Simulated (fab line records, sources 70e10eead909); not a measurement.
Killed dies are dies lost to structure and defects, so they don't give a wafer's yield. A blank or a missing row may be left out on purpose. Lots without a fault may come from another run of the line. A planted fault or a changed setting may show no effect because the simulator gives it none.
fab line records | flow nand_harc
record lots=24 wafers=72 last_day=33
route steps=1302 shown A_SGD_CUT@920 A_SLIT@924 A_WL_FILL@952
lots that met no fault: from a run of the same line without faults
start_h: hours from the record's first day to the start of the lot's first wafer shown | wait_h: hours since the lot's step before | " the same as in the row above | L1.1+2: a row that stands for several wafers | - no value, or no start given | * or withheld: withheld | < > ~ a bound
route shown NAME@n: a module of which the file shows steps, and the number in the route of the first | usual: mean/standard deviation of fault-free wafers | same: alike in all rows | chamber/n: place in a boat | sites: the reading at each site | _std_site: their standard deviation | _edge_site: outer sites' mean less inner sites' | radius_mm: how far each site lies from the wafer's centre | mask NAME#n: copy n | behind: the tool/chamber that last shaped the wafer | hold: why the lot was held/for how many hours/how that ended | device: the transistor (n, p or np) that didn't switch | end of line: the same wafers' tests at the end of the route | a step without rows: its recipe alone | killed: dies lost to structure and defects at the first sort, not the wafer's yield | map: a wafer's dies, x killed, . not, _ none there
set.NAME: the setting as run; set.NAME@STEP: as run at that earlier step | model.NAME: the simulator's own value behind a step, which no gauge read
steps of the route over a sample of lots; a table a step, a row a wafer
services: from which hour (start_h, from the record's first day; less than 0 if before it) a tool's chamber was out of use, for how many hours, and why
## steps
# step NHARC_A_SGD_CUT_STRIP_28
# recipe time_s=20 o2_flow_sccm=500 ar_flow_sccm=0 bias_w=0 chemistry=O2
# usual drypump_motor_current_A=5.8/0.49 oes_product_au=1.000/0.0098 rf_vpp_V=57.9/0.84 showerhead_plenum_p_Torr=3.61/0.11 throttle_valve_pct=17.036/0.0083
# columns lot.wafer tool chamber start_h wait_h drypump_motor_current_A oes_product_au rf_hours_counter_h rf_vpp_V showerhead_plenum_p_Torr throttle_valve_pct
L074.1 rie_diel-05 3 444.72 0.1 5.0 1.002 2.7 59.1 3.60 17.031
L074.2 " 0 " " 5.0 0.982 1.6 57.5 3.42 17.059
L074.5 " 3 " " 5.0 0.992 - 58.1 3.60 17.031
L076.2 rie_diel-09 2 - - 6.3 0.990 9.4 57.7 3.70 17.037
L076.4 " 0 " " 6.4 1.000 6.6 57.0 3.52 17.042
L076.5 " 1 " " 5.5 1.008 - 57.4 3.55 17.036
L075.3 rie_diel-05 3 - - 5.0 0.998 3.9 56.9 3.60 17.030
L075.1 " 1 " " 5.5 0.999 3.2 58.1 3.65 17.023
L075.6 " 3 " " 5.0 1.005 - 57.6 3.60 17.027
L077.3 rie_diel-09 2 - - 6.3 1.004 10.0 58.1 3.69 17.030
L077.1 " 1 " " 5.5 1.014 9.8 58.1 3.55 17.038
L077.5 " 3 " " 5.5 0.997 - 56.9 3.68 17.028
L078.1 rie_diel-13 2 - - 6.2 0.997 6.1 58.8 3.74 17.029
L078.2 " 0 " " 6.2 0.986 6.2 58.0 3.57 17.052
L078.5 " 3 " " 5.6 1.013 - 58.4 3.57 17.042
L080.3 rie_diel-13 1 - - 6.0 0.998 6.8 57.6 3.40 17.040
L080.1 " 2 " " 6.2 1.006 6.8 57.3 3.74 17.027
L080.5 " 2 " " 6.2 1.001 - 59.3 3.74 17.035
L079.1 rie_diel-05 3 - - 5.0 0.995 6.4 57.4 3.59 17.038
L079.2 " 0 " " 5.0 0.999 6.0 56.5 3.42 17.029
L079.5 " 1 " " 5.5 0.997 - 57.6 3.65 17.030
L081.4 rie_diel-05 0 - - 5.0 0.990 7.2 56.1 3.42 17.053
L081.3 " 1 " " 5.5 1.004 7.3 59.3 3.65 17.048
L081.6 " 2 " " 6.4 0.988 - 57.6 3.75 17.035
L082.4 rie_diel-09 2 - - 6.3 0.991 2.0 56.7 3.69 17.039
L082.2 " 3 " " 5.4 1.017 2.5 57.4 3.68 17.034
L082.6 " 2 " " 6.3 0.991 - 57.7 3.69 17.029
L083.3 rie_diel-09 3 - - 5.5 1.011 3.7 58.7 3.68 17.025
L083.2 " 0 " " 6.4 0.996 3.7 57.3 3.51 17.026
L083.1 " 2 " " 6.3 1.000 3.2 57.4 3.69 17.050
L085.2 rie_diel-05 3 - - 5.0 1.002 11.5 57.6 3.59 17.031
L085.1 " 1 " " 5.5 0.990 11.2 58.3 3.65 17.043
L085.6 " 2 " " 6.4 0.994 - 58.2 3.75 17.032
L086.1 rie_diel-13 2 - - 6.1 1.011 2.0 59.0 3.74 17.048
L086.2 " 3 " " 5.6 0.995 1.7 58.7 3.57 17.033
L086.5 " 1 " " 6.0 1.003 - 56.7 3.40 17.027
L084.2 rie_diel-09 3 561.93 0.1 5.5 1.004 3.8 57.3 3.68 17.034
L084.3 " 0 " " 6.4 0.987 3.9 56.8 3.51 17.036
L084.6 " 0 " " 6.3 0.992 - 57.0 3.51 17.036
L087.4 rie_diel-05 1 - - 5.5 1.005 12.6 59.4 3.65 17.047
L087.1 " 0 " " 5.0 0.999 12.5 57.4 3.41 17.039
L087.6 " 1 " " 5.5 0.998 - 57.7 3.65 17.044
L088.2 rie_diel-13 3 589.90 0.2 5.6 0.999 4.3 56.8 3.56 17.037
L088.3 " 2 " " 6.2 1.008 4.9 57.4 3.73 17.027
L088.5 " 3 " " 5.6 1.000 - 57.4 3.57 17.040
L091.1 rie_diel-13 3 603.40 0.2 5.6 0.997 5.3 56.9 3.56 17.027
L091.5 " 3 " " 5.6 0.980 - 58.3 3.56 17.046
L091.6 " 0 " " 6.2 0.996 - 57.6 3.57 17.044
L089.2 rie_diel-13 2 - - 6.2 1.013 6.6 59.2 3.73 17.033
L089.3 " 3 " " 5.6 0.986 6.1 57.2 3.56 17.038
L089.5 " 1 " " 6.0 0.987 - 57.1 3.40 17.056
L090.3 rie_diel-09 0 - - 6.3 0.994 6.8 56.7 3.51 17.037
L090.2 " 2 " " 6.3 0.994 5.8 58.8 3.69 17.046
L090.5 " 0 " " 6.3 0.998 - 58.4 3.51 17.037
L092.1 rie_diel-05 1 - - 5.5 1.010 2.1 58.8 3.65 17.026
L092.5 " 2 " " 6.4 0.995 - 57.8 3.74 17.046
L092.6 " 3 " " 5.0 1.013 - 57.3 3.59 17.031
L093.2 rie_diel-13 1 - - 6.0 1.004 4.6 57.5 3.40 17.046
L093.3 " 3 " " 5.6 0.996 7.1 55.9 3.56 17.035
L093.1 " 0 " " 6.2 0.989 6.9 59.4 3.57 17.032
L094.4 rie_diel-13 2 - - 6.2 1.028 8.0 58.6 3.73 17.028
L094.2 " 3 " " 5.6 1.006 7.7 58.9 3.56 17.028
L094.5 " 0 " " 6.2 1.002 - 56.6 3.57 17.033
L096.3 rie_diel-09 1 - - 5.6 1.017 6.7 57.6 3.55 17.030
L096.1 " 2 " " 6.3 1.014 7.2 58.5 3.69 17.038
L096.6 " 1 " " 5.5 1.031 - 57.9 3.55 17.026
L095.4 rie_diel-13 3 - - 5.6 1.002 8.8 57.8 3.56 17.015
L095.3 " 0 " " 6.2 0.991 8.8 58.3 3.57 17.039
L095.6 " 3 " " 5.6 0.997 - 56.8 3.56 17.039
L097.2 rie_diel-05 3 - - 5.0 1.010 8.4 57.7 3.58 17.050
L097.1 " 0 " " 5.0 0.992 8.4 58.6 3.41 17.035
L097.6 " 1 " " 5.5 1.009 - 57.8 3.64 17.027
# step NHARC_A_SGD_CUT_INSPECT_25
# usual raw_defect_count=365/82
# columns lot.wafer tool chamber start_h wait_h raw_defect_count
L074.1 defect_inspect-01 - 444.82 - 393
L074.2 " - " " 383
L074.5 " - " " 347
L076.2 defect_inspect-01 - 460.37 - 319
L076.4 " - " " 318
L076.5 " - " " 270
L075.1 defect_inspect-02 - 460.52 - 421
L075.3 " - " " 448
L075.6 " - " " 378
L077.1 defect_inspect-02 - 468.97 - 376
L077.3 " - " " 503
L077.5 " - " " 393
L078.1 defect_inspect-02 - 482.03 - 461
L078.2 " - " " 338
L078.5 " - " " 429
L079.1 defect_inspect-02 - 495.62 - 361
L079.2 " - " " 345
L079.5 " - " " 350
L080.1 defect_inspect-01 - 495.63 - 305
L080.3 " - " " 354
L080.5 " - " " 438
L081.3 defect_inspect-01 - 514.47 - 380
L081.4 " - " " 379
L081.6 " - " " 448
L082.2 defect_inspect-02 - 540.37 - 306
L082.4 " - " " 359
L082.6 " - " " 385
L083.1 defect_inspect-02 - 553.14 - 413
L083.2 " - " " 309
L083.3 " - " " 375
L085.1 defect_inspect-01 - 553.14 - 383
L085.2 " - " " 329
L085.6 " - " " 378
L086.1 defect_inspect-02 - 553.32 - 192
L086.2 " - " " 216
L086.5 " - " " 270
L084.2 defect_inspect-02 - 562.03 - 289
L084.3 " - " " 262
L084.6 " - " " 301
L087.1 defect_inspect-01 - 570.32 - 299
L087.4 " - " " 282
L087.6 " - " " 254
L088.2 defect_inspect-02 - 590.00 - 342
L088.3 " - " " 557
L088.5 " - " " 447
L091.1 defect_inspect-02 - 603.51 - 407
L091.5 " - " " 385
L091.6 " - " " 403
L089.2 defect_inspect-02 - 613.90 - 307
L089.3 " - " " 331
L089.5 " - " " 329
L090.2 defect_inspect-01 - 613.90 - 297
L090.3 " - " " 345
L090.5 " - " " 385
L092.1 defect_inspect-01 - 617.96 - 417
L092.5 " - " " 348
L092.6 " - " " 498
L093.1 defect_inspect-01 - 635.22 - 410
L093.2 " - " " 275
L093.3 " - " " 396
L094.2 defect_inspect-02 - 642.03 - 370
L094.4 " - " " 473
L094.5 " - " " 428
L096.1 defect_inspect-01 - 660.87 - 416
L096.3 " - " " 502
L096.6 " - " " 435
L095.3 defect_inspect-02 - 660.88 - 281
L095.4 " - " " 270
L095.6 " - " " 234
L097.1 defect_inspect-02 - 675.89 - 351
L097.2 " - " " 304
L097.6 " - " " 259
# step NHARC_A_SLIT_DEP_23
# recipe target_thk_a=1000 target_thk_nm=100 temp_c=400 pressure_torr=3.5 flow_sccm=200 rf_w=350 material=SiON
# usual chamber_pressure_Torr=3.500/0.0078 heater_power_w=783/88
# columns lot.wafer tool chamber start_h wait_h chamber_pressure_Torr heater_power_w
L074.1 pecvd-02 1 449.15 3.2 3.507 1033
L074.2 " 2 " " 3.507 615
L074.5 " 2 " " 3.502 625
L076.2 pecvd-02 2 465.61 2.6 3.495 710
L076.4 " 0 " " 3.511 871
L076.5 " 2 " " 3.495 719
L075.1 pecvd-03 1 466.41 3.2 3.499 828
L075.3 " 0 " " 3.494 841
L075.6 " 2 " " 3.495 698
L077.3 pecvd-04 0 473.16 1.9 3.509 737
L077.1 " 1 " " 3.516 753
L077.5 " 2 " " 3.502 818
L078.2 pecvd-03 2 486.21 2.5 3.505 679
L078.1 " 0 " " 3.483 855
L078.5 " 1 " " 3.487 800
L079.1 pecvd-03 0 504.21 3.2 3.488 817
L079.2 " 2 " " 3.493 670
L079.5 " 2 " " 3.502 682
L080.3 pecvd-03 1 504.82 1.9 3.514 820
L080.1 " 0 " " 3.482 796
L080.5 " 2 " " 3.506 709
L081.3 pecvd-03 1 518.75 2.0 3.491 748
L081.6 " 0 " " 3.507 788
L081.4 " 2 " " 3.510 576
L082.2 pecvd-04 0 544.57 2.5 3.508 847
L082.4 " 0 " " 3.506 862
L082.6 " 2 " " 3.504 774
L083.3 pecvd-04 0 558.11 2.0 3.492 811
L083.2 " 1 " " 3.496 765
L083.1 " 2 " " 3.500 712
L085.2 pecvd-04 1 558.32 2.6 3.500 697
L085.1 " 2 " " 3.506 826
L085.6 " 2 " " 3.505 799
L086.2 pecvd-03 0 561.68 2.6 3.504 907
L086.1 " 1 " " 3.497 863
L086.5 " 1 " " 3.502 878
L084.3 pecvd-04 0 567.78 1.9 3.476 851
L084.2 " 2 " " 3.484 803
L084.6 " 1 " " 3.497 710
L087.1 pecvd-04 1 574.82 3.2 3.493 737
L087.6 " 0 " " 3.504 819
L087.4 " 1 " " 3.500 706
L088.2 pecvd-03 2 595.97 2.6 3.509 720
L088.3 " 0 " " 3.501 746
L088.5 " 0 " " 3.504 759
L091.1 pecvd-02 2 608.98 3.2 3.503 645
L091.6 " 0 " " 3.503 820
L091.5 " 2 " " 3.512 651
L089.2 pecvd-02 0 623.98 2.6 3.487 807
L089.3 " 1 " " 3.504 913
L089.5 " 1 " " 3.495 910
L090.2 pecvd-03 0 624.09 2.6 3.493 826
L090.3 " 1 " " 3.499 740
L090.5 " 1 " " 3.504 729
L092.1 pecvd-04 0 627.43 3.1 3.492 806
L092.5 " 0 " " 3.511 842
L092.6 " 2 " " 3.502 762
L093.1 pecvd-03 2 640.25 3.2 3.494 653
L093.3 " 0 " " 3.521 738
L093.2 " 1 " " 3.496 813
L094.2 pecvd-04 0 646.36 2.6 3.491 815
L094.4 " 0 " " 3.499 818
L094.5 " 1 " " 3.500 734
L096.3 pecvd-02 1 667.97 1.9 3.489 1038
L096.1 " 0 " " 3.499 778
L096.6 " 2 " " 3.512 644
L095.3 pecvd-04 1 668.15 2.0 3.500 730
L095.4 " 2 " " 3.503 802
L095.6 " 0 " " 3.502 830
L097.1 pecvd-03 1 682.40 3.2 3.506 887
L097.2 " 2 " " 3.505 667
L097.6 " 0 " " 3.497 883
# step NHARC_A_SLIT_STRIP_18
# recipe o2_flow_sccm=500 ar_flow_sccm=0 bias_w=0 chemistry=O2
# usual drypump_motor_current_A=5.6/0.39 oes_product_au=1.000/0.01 rf_vpp_V=57.7/0.93 showerhead_plenum_p_Torr=3.50/0.14 throttle_valve_pct=17.037/0.0089
# columns lot.wafer tool chamber start_h wait_h drypump_motor_current_A oes_product_au rf_hours_counter_h rf_vpp_V showerhead_plenum_p_Torr throttle_valve_pct
L074.2 rie_diel-07 0 - - 5.7 0.995 11.2 56.1 3.32 17.026
L074.1 " 2 " " 5.7 0.974 10.3 56.9 3.61 17.046
L074.5 " 1 " " 5.3 0.999 - 58.1 3.58 17.044
L076.4 rie_diel-04 2 - - 5.3 1.012 6.0 58.3 3.61 17.045
L076.2 " 1 " " 5.6 1.004 5.9 59.5 3.64 17.027
L076.5 " 2 " " 5.3 1.008 - 57.3 3.61 17.031
L075.3 rie_diel-12 1 - - 6.2 1.002 3.0 56.5 3.31 17.035
L075.1 " 3 " " 5.5 0.987 1.7 56.6 3.47 17.028
L075.6 " 1 " " 6.1 1.002 - 56.4 3.32 17.048
L077.1 rie_diel-04 1 - - 5.6 1.003 6.1 56.6 3.64 17.023
L077.3 " 2 " " 5.3 1.011 6.4 57.6 3.61 17.054
L077.5 " 2 " " 5.3 1.009 - 58.2 3.61 17.034
L078.1 rie_diel-04 3 - - 5.8 0.995 4.5 57.6 3.50 17.040
L078.2 " 0 " " 6.2 1.004 5.6 57.9 3.73 17.045
L078.5 " 2 " " 5.4 1.012 - 59.4 3.61 17.035
L079.2 rie_diel-07 1 - - 5.3 0.988 1.4 58.2 3.58 17.041
L079.1 " 0 " " 5.7 0.993 1.2 56.1 3.32 17.023
L079.5 " 2 " " 5.7 0.987 - 57.9 3.60 17.038
L080.3 rie_diel-12 2 - - 5.6 1.002 4.7 56.3 3.34 17.046
L080.1 " 3 " " 5.5 0.995 3.3 58.1 3.47 17.030
L080.5 " 0 " " 4.8 0.997 - 59.1 3.59 17.039
L081.3 rie_diel-12 0 - - 4.8 1.012 4.6 57.5 3.59 17.035
L081.4 " 2 " " 5.6 1.010 6.0 57.0 3.34 17.032
L081.6 " 1 " " 6.2 0.992 - 57.3 3.31 17.025
L082.2 rie_diel-07 2 - - 5.7 0.985 4.4 57.4 3.60 17.029
L082.4 " 3 " " 5.9 0.995 4.3 56.2 3.30 17.037
L082.6 " 1 " " 5.4 0.985 - 56.7 3.58 17.036
L083.3 rie_diel-12 1 - - 6.2 0.999 7.7 57.4 3.31 17.035
L083.2 " 2 " " 5.6 1.014 7.9 57.6 3.34 17.030
L083.1 " 0 " " 4.8 1.006 6.7 57.9 3.58 17.039
L085.2 rie_diel-07 3 - - 5.9 0.994 4.5 55.1 3.30 17.048
L085.1 " 0 " " 5.7 1.014 3.8 57.1 3.31 17.032
L085.6 " 1 " " 5.3 0.990 - 58.8 3.58 17.042
L086.1 rie_diel-12 0 - - 4.8 1.003 6.9 58.5 3.58 17.029
L086.2 " 2 " " 5.6 1.019 8.1 56.8 3.34 17.028
L086.5 " 3 " " 5.5 0.996 - 57.0 3.47 17.018
L084.3 rie_diel-04 2 - - 5.4 1.015 3.1 58.2 3.61 17.032
L084.2 " 3 " " 5.8 1.016 3.7 57.8 3.50 17.026
L084.6 " 1 " " 5.6 1.006 - 57.7 3.64 17.038
L087.1 rie_diel-04 1 - - 5.6 0.996 4.7 58.9 3.64 17.047
L087.4 " 3 " " 5.8 1.021 - 57.0 3.50 17.046
L087.6 " 1 " " 5.6 1.002 - 57.8 3.64 17.046
L088.3 rie_diel-12 1 - - 6.1 0.991 9.7 55.2 3.31 17.022
L088.2 " 2 " " 5.6 0.996 9.5 58.6 3.34 17.025
L088.5 " 2 " " 5.6 1.003 - 58.3 3.34 17.041
L091.1 rie_diel-07 2 - - 5.7 0.979 7.9 56.9 3.60 17.055
L091.5 " 3 " " 5.8 0.982 - 56.8 3.30 17.035
L091.6 " 0 " " 5.7 0.994 - 57.7 3.31 17.041
L089.2 rie_diel-04 3 - - 5.7 1.021 6.1 57.4 3.50 17.026
L089.3 " 0 " " 6.1 0.989 5.0 58.5 3.72 17.023
L089.5 " 3 " " 5.8 1.015 - 56.9 3.50 17.045
L090.2 rie_diel-07 0 - - 5.7 0.999 8.4 57.7 3.31 17.026
L090.3 " 2 " " 5.7 0.977 9.5 58.1 3.60 17.032
L090.5 " 0 " " 5.7 0.997 - 56.9 3.31 17.030
L092.1 rie_diel-04 1 - - 5.5 1.003 6.4 59.4 3.64 17.045
L092.6 " 0 " " 6.1 0.989 - 57.5 3.72 17.029
L092.5 " 1 " " 5.5 0.999 - 58.1 3.64 17.035
L093.2 rie_diel-04 0 - - 6.2 0.984 6.4 58.8 3.72 17.019
L093.3 " 2 " " 5.4 1.015 7.7 58.7 3.60 17.052
L093.1 " 3 " " 5.8 1.007 7.6 58.6 3.50 17.033
L094.2 rie_diel-12 0 - - 4.8 1.003 1.9 57.1 3.58 17.043
L094.4 " 1 " " 6.2 0.995 1.9 57.9 3.31 17.038
L094.5 " 0 " " 4.8 1.002 - 59.4 3.58 17.036
L096.1 rie_diel-04 3 - - 5.8 1.016 9.6 58.1 3.50 17.026
L096.3 " 0 " " 6.1 1.004 8.4 57.4 3.72 17.042
L096.6 " 0 " " 6.2 0.993 - 58.0 3.72 17.044
L095.4 rie_diel-12 0 - - 4.8 1.009 2.2 58.6 3.58 17.038
L095.3 " 3 " " 5.5 0.989 2.8 57.5 3.46 17.044
L095.6 " 1 " " 6.2 0.993 - 57.8 3.31 17.048
L097.1 rie_diel-12 1 - - 6.1 0.998 3.9 56.4 3.31 17.033
L097.2 " 3 " " 5.5 0.980 3.9 59.1 3.46 17.040
L097.6 " 2 " " 5.6 0.995 - 57.5 3.34 17.025
# step NHARC_A_WL_FILL_ALD_00
# recipe target_thk_a=30 pulse_time_s=3 ald_cycles=30 temp_c=300 material=Al2O3
# usual heater_power_w=465/44 precursor_pulse_height_rel=1.000/0.02
# columns lot.wafer tool chamber start_h wait_h heater_power_w precursor_pulse_height_rel
L074.2 ald_hk-04 2 462.76 0.1 411 0.967
L074.1 " 3 " " 517 0.974
L074.5 " 2 " " 402 0.995
L076.2 ald_hk-04 1 480.69 0.1 491 0.977
L076.4 " 3 " " 536 0.979
L076.5 " 0 " " 517 0.989
L075.1 ald_hk-03 0 483.52 0.1 469 1.055
L075.3 " 1 " " 436 0.985
L075.6 " 0 " " 476 1.001
L077.3 ald_hk-03 1 486.83 0.1 452 1.036
L077.1 " 3 " " 462 1.007
L077.5 " 1 " " 443 0.988
L078.1 ald_hk-03 0 500.01 0.1 469 0.966
L078.2 " 2 " " 421 1.002
L078.5 " 0 " " 481 0.971
L080.1 ald_hk-04 2 518.50 0.1 411 1.036
L080.3 " 3 " " 548 0.978
L080.5 " 2 " " 400 0.975
L079.1 ald_hk-04 1 518.66 0.2 502 1.010
L079.2 " 0 " " 515 0.992
L079.5 " 2 " " 411 1.043
L081.3 ald_hk-03 0 532.64 0.1 476 0.983
L081.4 " 2 " " 416 1.009
L081.6 " 0 " " 487 1.027
L082.4 ald_hk-04 1 558.54 0.1 498 1.038
L082.2 " 2 " " 414 0.988
L082.6 " 3 " " 533 1.001
L083.2 ald_hk-04 2 572.14 0.1 417 0.968
L083.3 " 0 " " 520 1.033
L083.1 " 1 " " 496 1.007
L085.1 ald_hk-03 0 572.19 0.1 472 0.979
L085.2 " 1 " " 449 0.982
L085.6 " 3 " " 458 1.018
L086.1 ald_hk-03 1 575.90 0.1 433 1.000
L086.2 " 2 " " 407 1.027
L086.5 " 0 " " 472 1.013
L084.2 ald_hk-04 1 587.21 5.5 503 1.026
L084.3 " 2 " " 417 1.018
L084.6 " 2 " " 419 0.999
L087.1 ald_hk-03 0 588.94 0.1 469 1.002
L087.4 " 1 " " 429 1.025
L087.6 " 0 " " 478 0.974
L088.2 ald_hk-04 2 609.87 0.1 416 1.009
L088.3 " 3 " " 512 0.990
L088.5 " 2 " " 410 0.995
L091.1 ald_hk-03 0 625.27 0.1 471 0.969
L091.5 " 3 " " 484 0.992
L091.6 " 0 " " 476 0.991
L090.3 ald_hk-03 2 637.75 0.1 424 1.007
L090.2 " 1 " " 426 1.004
L090.5 " 3 " " 488 0.985
L089.2 ald_hk-03 0 637.96 0.3 467 1.018
L089.3 " 1 " " 442 1.005
L089.5 " 3 " " 480 0.979
L092.1 ald_hk-04 2 641.65 0.1 407 0.985
L092.6 " 2 " " 401 1.016
L092.5 " 3 " " 510 1.007
L093.3 ald_hk-02 0 654.30 0.1 404 1.002
L093.2 " 1 " " 414 0.989
L093.1 " 2 " " 542 1.024
L094.2 ald_hk-02 2 661.48 0.1 538 0.997
L094.4 " 0 " " 417 1.006
L094.5 " 3 " " 437 1.012
L096.1 ald_hk-03 3 682.09 0.1 495 0.995
L096.3 " 1 " " 424 0.981
L096.6 " 2 " " 419 0.987
L095.4 ald_hk-03 0 682.23 0.2 480 1.003
L095.3 " 3 " " 483 0.994
L095.6 " 1 " " 424 1.001
L097.1 ald_hk-02 3 696.59 0.1 436 1.008
L097.2 " 0 " " 409 1.050
L097.6 " 2 " " 527 1.030
# step NHARC_A_WL_FILL_CVD_20
# recipe target_thk_a=1000 temp_c=400 pressure_torr=40 wf6_flow_sccm=40 h2_flow_sccm=1600 ar_flow_sccm=1560 time_s=74 material=W
# usual chamber_pressure_Torr=39.98/0.087 heater_power_w=769/130 throttle_valve_pct=7.73/0.24
# columns lot.wafer tool chamber start_h wait_h chamber_pressure_Torr heater_power_w throttle_valve_pct
L074.1 cvd_w-01 0 - - 40.05 1023 7.63
L074.2 " 1 " " 39.98 668 7.68
L074.5 " 0 " " 40.05 992 7.69
L075.1 cvd_w-02 1 - - 40.06 775 7.92
L075.3 " 0 " " 40.09 660 7.35
L075.6 " 1 " " 39.88 785 7.74
L076.2 cvd_w-02 0 - - 40.01 665 7.58
L076.4 " 0 " " 40.05 680 7.67
L076.5 " 1 " " 39.87 786 7.81
L077.1 cvd_w-02 1 - - 40.13 765 8.03
L077.3 " 0 " " 39.96 652 7.31
L077.5 " 1 " " 40.01 773 7.96
L078.1 cvd_w-01 0 - - 39.99 1021 7.85
L078.2 " 1 " " 40.10 657 7.73
L078.5 " 1 " " 39.90 675 7.50
L080.1 cvd_w-02 0 - - 39.99 650 7.47
L080.3 " 0 " " 39.96 660 7.37
L080.5 " 0 " " 40.02 661 7.49
L079.1 cvd_w-01 0 - - 40.00 1010 7.59
L079.2 " 1 " " 39.92 684 7.84
L079.5 " 0 " " 39.92 1016 8.01
L081.4 cvd_w-02 0 - - 39.84 669 7.63
L081.3 " 1 " " 40.00 777 7.86
L081.6 " 0 " " 39.88 669 7.84
L082.2 cvd_w-01 0 - - 39.98 1026 7.62
L082.4 " 1 " " 40.06 679 7.64
L082.6 " 0 " " 40.05 1005 7.58
L085.2 cvd_w-01 0 - - 40.06 1012 7.44
L085.1 " 1 " " 40.04 692 8.00
L085.6 " 1 " " 39.94 671 7.91
L083.1 cvd_w-02 0 - - 40.08 661 7.61
L083.2 " 1 " " 39.91 785 8.07
L083.3 " 1 " " 40.06 783 7.80
L086.1 cvd_w-01 0 - - 40.06 1017 7.39
L086.2 " 1 " " 40.00 691 8.00
L086.5 " 0 " " 39.95 993 7.58
L084.2 cvd_w-01 1 - - 40.03 689 7.99
L084.3 " 0 " " 40.10 999 7.48
L084.6 " 1 " " 40.09 684 8.06
L087.1 cvd_w-02 0 - - 40.00 675 7.78
L087.4 " 1 " " 39.92 787 8.09
L087.6 " 0 " " 40.07 647 7.27
L088.2 cvd_w-02 0 - - 39.46 670 7.57
L088.3 " 1 " " 40.05 770 7.95
L088.5 " 0 " " 39.97 669 7.81
L091.1 cvd_w-01 1 - - 39.99 689 8.20
L091.5 " 0 " " 39.91 1003 7.37
L091.6 " 1 " " 40.07 687 8.07
L090.2 cvd_w-01 0 - - 39.90 978 7.37
L090.3 " 0 " " 39.89 1013 7.47
L090.5 " 1 " " 39.83 665 7.87
L089.2 cvd_w-02 0 - - 39.92 633 7.41
L089.3 " 0 " " 40.11 628 7.62
L089.5 " 0 " " 39.97 634 7.60
L092.1 cvd_w-02 0 - - 39.92 641 7.62
L092.5 " 0 " " 39.88 633 7.57
L092.6 " 1 " " 39.97 770 7.94
L093.1 cvd_w-01 0 - - 40.05 1002 7.40
L093.2 " 1 " " 40.05 689 8.06
L093.3 " 0 " " 39.97 995 7.41
L094.2 cvd_w-02 1 - - 39.91 745 7.93
L094.4 " 0 " " 39.97 635 7.30
L094.5 " 0 " " 40.11 635 7.43
L096.1 cvd_w-02 0 - - 40.09 638 7.41
L096.3 " 1 " " 40.11 770 7.83
L096.6 " 0 " " 39.90 644 7.43
L095.3 cvd_w-01 1 - - 40.07 678 7.60
L095.4 " 0 " " 40.04 969 7.30
L095.6 " 0 " " 40.01 997 7.88
L097.2 cvd_w-02 0 - - 39.98 635 7.47
L097.1 " 1 " " 40.06 752 8.14
L097.6 " 0 " " 39.98 639 7.69
## services
# columns tool chamber start_h hours kind
pecvd-04 - 431.43 2.4 repair
pecvd-04 0 434.21 18.2 repair
rie_diel-13 0 439.18 2.9 repair
cvd_w-01 0 443.15 11.5 repair
rie_diel-12 - 445.44 9.0 pm
cvd_w-02 - 450.00 13.0 pm
pecvd-04 - 450.37 13.0 pm
rie_diel-04 3 456.52 7.1 repair
pecvd-04 - 464.47 0.2 repair
rie_diel-04 - 467.46 0.2 repair
ald_hk-03 - 501.33 2.7 repair
rie_diel-13 - 519.00 9.0 pm
rie_diel-04 - 531.95 9.0 pm
cvd_w-02 0 538.45 4.4 repair
cvd_w-02 - 541.56 1.1 repair
cvd_w-01 - 547.00 13.0 pm
pecvd-03 - 547.61 13.0 pm
rie_diel-13 1 568.36 35.9 repair
rie_diel-04 0 573.94 16.9 repair
ald_hk-03 - 576.03 10.0 pm
pecvd-03 1 603.37 4.4 repair
rie_diel-12 - 605.10 0.8 repair
cvd_w-02 - 631.00 13.0 pm
pecvd-03 - 688.60 0.3 repair
## key
fault none
